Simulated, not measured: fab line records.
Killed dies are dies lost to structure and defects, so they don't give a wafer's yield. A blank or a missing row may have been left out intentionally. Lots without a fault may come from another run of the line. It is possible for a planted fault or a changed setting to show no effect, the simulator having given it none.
Chamber matching ; flow nandHarc ; NHARC_A_STAIRCASE_DEP_301 on pecvd-03 has 3 sister chambers
The step deposits SiON, target thk 30 nm. 6 wafers are shown with their chamber, then 7 later ones without.

WAFERS, EACH WITH ITS CHAMBER
wafer;chamber;rfFwdPowerW (W);heaterPowerW (W)
L084.3;0;348.3;772
L088.1;2;345.4;665
L088.3;1;349.3;783
L088.6;2;346.3;677
L093.1;0;349.2;703
L093.3;1;349.7;807

WAFERS MISSING THEIR CHAMBER
wafer;rfFwdPowerW (W);heaterPowerW (W)
L093.5;349.0;728
L094.1;347.2;756
L094.3;349.0;776
L094.6;346.6;811
L096.2;348.7;644
L096.4;349.4;802
L096.5;347.8;718

EACH ONE'S CHAMBER
wafer;from the rows above;in truth
L093.5;can't be placed: 0 or 1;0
L094.1;can't be placed: 0 or 2 or 1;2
L094.3;can't be placed: 1 or 0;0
L094.6;can't be placed: 0 or 2 or 1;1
L096.2;0;0
L096.4;1;1
L096.5;0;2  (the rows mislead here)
2 of 7 placed correctly. Cannot be placed on the basis of these rows: 4; the candidates contain the true chamber in 4. 1 placed wrongly.
How it was worked out, from the rows above alone: a wafer's distance from a chamber is the root of the sum, over the readings, of the square of ((its reading less the chamber's mean) divided by the reading's scatter). If the next closest chamber is less than 2 further off than the closest, the wafer can't be placed; otherwise it belongs to the closest. For every chamber, the mean is computed from those of its wafers that are shown. The scatter: the root of (the sum of the squares of (reading less its chamber's mean) over the shown wafers, divided by (wafers less chambers)).
